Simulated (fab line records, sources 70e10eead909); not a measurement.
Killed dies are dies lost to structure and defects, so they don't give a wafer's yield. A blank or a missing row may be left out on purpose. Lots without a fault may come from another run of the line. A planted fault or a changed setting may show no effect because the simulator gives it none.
Chamber matching | flow nand_harc | NHARC_P_M0_DEP_32 on pecvd-02: 3 sister chambers
The step deposits SiCN, target thk 30 nm. 3 wafers are shown with their chamber, then 12 later ones without.

WAFERS WITH THEIR CHAMBER
wafer  | chamber | heater_power_w (W)
L083.5 | 0       | 529
L087.3 | 1       | 507
L087.5 | 2       | 659

WAFERS WITHOUT THEIR CHAMBER
wafer  | heater_power_w (W)
L085.1 | 645
L085.3 | 525
L085.6 | 531
L088.1 | 525
L088.2 | 550
L088.4 | 522
L086.3 | 534
L086.5 | 547
L086.6 | 544
L091.1 | 525
L091.2 | 593
L091.3 | 572

WHICH CHAMBER EACH WENT THROUGH
wafer  | from the rows above          | in truth
L085.1 | 2                            | 2
L085.3 | can't be placed: 0 or 1      | 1
L085.6 | can't be placed: 0 or 1      | 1
L088.1 | can't be placed: 0 or 1      | 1
L088.2 | can't be placed: 0 or 1      | 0
L088.4 | can't be placed: 0 or 1      | 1
L086.3 | can't be placed: 0 or 1      | 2
L086.5 | can't be placed: 0 or 1      | 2
L086.6 | can't be placed: 0 or 1      | 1
L091.1 | can't be placed: 0 or 1      | 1
L091.2 | can't be placed: 0 or 2 or 1 | 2
L091.3 | can't be placed: 0 or 1 or 2 | 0
Placed correctly: 1 of 12. Can't be placed from these rows: 11 (the true chamber is among the candidates in 9). Placed wrongly: 0.
How it was worked out, from the rows above alone: a wafer's distance from a chamber is the root of the sum, over the readings, of the square of ((its reading less the chamber's mean) divided by the reading's scatter). The wafer belongs to the nearest chamber; if the next one is less than 2 further off, it can't be placed. A chamber's mean is the mean of its shown wafers. The scatter: with one shown wafer a chamber, the root of the mean of the squares of how far each hidden wafer lies from its nearest shown one.
